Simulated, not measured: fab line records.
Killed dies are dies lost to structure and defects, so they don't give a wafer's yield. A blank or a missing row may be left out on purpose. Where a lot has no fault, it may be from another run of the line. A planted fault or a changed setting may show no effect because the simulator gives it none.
Matching of chambers    flow nandHarc    4 sister chambers for NHARC_A_STAIRCASE_DESCUM_270 on rieDiel-09
The step chemistry O2, time 3 s. 30 wafers are shown with their chamber, then 12 later ones without.

## WAFERS, EACH WITH ITS CHAMBER
wafer   chamber  showerheadPlenumPTorr (Torr)  drypumpMotorCurrentA (A)  rfVppV (V)
L076.1  0        2.05                          5.9                       61.0
L076.2  2        1.79                          5.6                       58.0
L076.6  2        1.79                          5.6                       57.9
L077.1  2        1.79                          5.6                       56.4
L077.2  3        2.05                          6.2                       58.3
L077.5  2        1.79                          5.6                       56.2
L078.2  2        1.78                          5.6                       57.9
L078.3  0        2.05                          5.9                       59.1
L078.6  0        2.05                          5.9                       57.0
L079.3  1        2.03                          6.3                       58.6
L079.4  3        2.05                          6.3                       58.1
L079.5  3        2.05                          6.2                       58.5
L082.1  3        2.05                          6.2                       58.4
L082.2  1        2.03                          6.3                       58.9
L082.4  2        1.78                          5.6                       56.7
L080.1  0        2.05                          5.9                       58.7
L080.3  2        1.78                          5.6                       56.5
L080.5  2        1.78                          5.6                       56.9
L083.1  0        2.05                          5.9                       58.9
L083.2  1        2.03                          6.3                       57.5
L083.6  2        1.78                          5.6                       56.4
L084.1  2        1.78                          5.6                       57.6
L084.2  0        2.05                          5.9                       57.9
L084.6  1        2.03                          6.3                       58.5
L085.1  2        1.78                          5.6                       58.4
L085.3  0        2.04                          5.9                       58.6
L085.6  0        2.04                          5.8                       59.4
L087.1  1        2.02                          6.3                       56.8
L087.4  2        1.78                          5.6                       57.3
L087.6  2        1.78                          5.6                       56.5

SIGNATURES (averages over the wafers above)
reading                chamber 0  chamber 1  chamber 2  chamber 3  scatter within a chamber
showerheadPlenumPTorr  2.0475     2.0280     1.7831     2.0500     0.00442
drypumpMotorCurrentA   5.888      6.300      5.600      6.225      0.025
rfVppV                 58.825     58.060     57.131     58.325     0.863
Rule: for each reading, subtract the chamber's mean from the wafer's reading, divide by that reading's scatter and square the result; add these up over the readings and take the root, which gives the wafer's distance from the chamber. If the next closest chamber is less than 2 further off than the closest, the wafer can't be placed; otherwise it belongs to the closest. The scatter: the root of (the sum of the squares of (reading less its chamber's mean) over the shown wafers, divided by (wafers less chambers)).

## WAFERS MISSING THEIR CHAMBER
wafer   showerheadPlenumPTorr (Torr)  drypumpMotorCurrentA (A)  rfVppV (V)
L089.1  2.04                          5.9                       57.2
L089.4  2.04                          6.2                       56.9
L089.5  2.04                          5.9                       58.3
L096.1  2.03                          5.8                       59.1
L096.3  1.77                          5.6                       57.5
L096.5  1.77                          5.6                       56.6
L095.1  1.77                          5.6                       57.8
L095.5  2.03                          6.3                       59.4
L095.6  1.77                          5.6                       56.9
L097.1  2.03                          5.9                       59.6
L097.3  2.03                          6.2                       58.2
L097.6  1.77                          5.6                       56.0

## WHICH CHAMBER EACH ONE RAN IN
wafer    from the rows above       in truth
L089.1   0                         0
L089.4   3                         3
L089.5   0                         0
L096.1   0                         0
L096.3   2                         2
L096.5   2                         2
L095.1   2                         2
L095.5   1                         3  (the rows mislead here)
L095.6   2                         2
L097.1   0                         0
L097.3   can't be placed: 1 or 3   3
L097.6   2                         2
Correct placement for 10 of the 12. Unplaceable from these rows: 1, with the true chamber sitting among the candidates in 1. Number placed wrongly: 1.
